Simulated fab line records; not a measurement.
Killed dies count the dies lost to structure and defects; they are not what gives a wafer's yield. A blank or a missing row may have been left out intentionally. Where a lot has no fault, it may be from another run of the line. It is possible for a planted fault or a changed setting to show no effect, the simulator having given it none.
Matching of chambers + flow n5-finfet + N5_SPACER0_ALD_08 on ald-sin-03: 4 sister chambers
The step deposits SiNx, target thk 2 nm. 4 wafers are shown with their chamber, then 7 later ones without.

WAFERS, EACH WITH ITS CHAMBER
| wafer  | chamber | heater-power-w (W) |
|--------|---------|--------------------|
| L934.4 | 1       | 807                |
| L936.1 | 3       | 767                |
| L936.2 | 0       | 915                |
| L936.4 | 2       | 692                |

WAFERS WHOSE CHAMBER IS MISSING
| wafer  | heater-power-w (W) |
|--------|--------------------|
| L937.3 | 777                |
| L937.4 | 922                |
| L938.3 | 784                |
| L938.4 | 953                |
| L938.5 | 940                |
| L939.2 | 830                |
| L939.5 | 817                |

THE CHAMBER EACH PASSED THROUGH
| wafer  | from the rows above     | in truth |
|--------|-------------------------|----------|
| L937.3 | can't be placed: 3 or 1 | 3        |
| L937.4 | 0                       | 0        |
| L938.3 | can't be placed: 3 or 1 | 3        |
| L938.4 | 0                       | 0        |
| L938.5 | 0                       | 0        |
| L939.2 | can't be placed: 1 or 3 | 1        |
| L939.5 | can't be placed: 1 or 3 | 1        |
3 of 7 placed correctly. These rows do not allow placing 4 (true chamber among the candidates in 4). Wrongly placed: 0.
How it was worked out, from the rows above alone: a wafer's distance from a chamber is the root of the sum, over the readings, of the square of ((its reading less the chamber's mean) divided by the reading's scatter). If the next closest chamber is less than 2 further off than the closest, the wafer can't be placed; otherwise it belongs to the closest. For every chamber, the mean is computed from those of its wafers that are shown. The scatter: with one shown wafer a chamber, the root of the mean of the squares of how far each hidden wafer lies from its nearest shown one.
